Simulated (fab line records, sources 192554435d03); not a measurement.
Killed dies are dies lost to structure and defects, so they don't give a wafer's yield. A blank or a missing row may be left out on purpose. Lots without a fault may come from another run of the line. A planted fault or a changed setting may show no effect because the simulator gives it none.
Chamber matching | flow n5_finfet | N5_BEOL_M4_STRIP_66 on rie_diel-03: 4 sister chambers
The step strips in CF4. 4 wafers are shown with their chamber, then 11 later ones without.

WAFERS WITH THEIR CHAMBER
wafer  | chamber | drypump_motor_current_A (A)
L088.1 | 2       | 5.2
L091.3 | 0       | 5.0
L091.6 | 3       | 4.9
L093.1 | 1       | 5.8

WAFERS WITHOUT THEIR CHAMBER
wafer  | drypump_motor_current_A (A)
L093.3 | 5.2
L093.5 | 5.8
L094.1 | 5.2
L094.2 | 4.9
L094.3 | 5.8
L094.4 | 5.0
L094.5 | 4.8
L094.6 | 5.3
L095.1 | 4.9
L095.5 | 5.8
L095.6 | 5.2

WHICH CHAMBER EACH WENT THROUGH
wafer  | from the rows above | in truth
L093.3 | 2                   | 2
L093.5 | 1                   | 1
L094.1 | 2                   | 2
L094.2 | 3                   | 3
L094.3 | 1                   | 1
L094.4 | 0                   | 0
L094.5 | 3                   | 3
L094.6 | 2                   | 2
L095.1 | 3                   | 3
L095.5 | 1                   | 1
L095.6 | 2                   | 2
Placed correctly: 11 of 11. Can't be placed from these rows: 0. Placed wrongly: 0.
How it was worked out, from the rows above alone: a wafer's distance from a chamber is the root of the sum, over the readings, of the square of ((its reading less the chamber's mean) divided by the reading's scatter). The wafer belongs to the nearest chamber; if the next one is less than 2 further off, it can't be placed. A chamber's mean is the mean of its shown wafers. The scatter: with one shown wafer a chamber, the root of the mean of the squares of how far each hidden wafer lies from its nearest shown one.
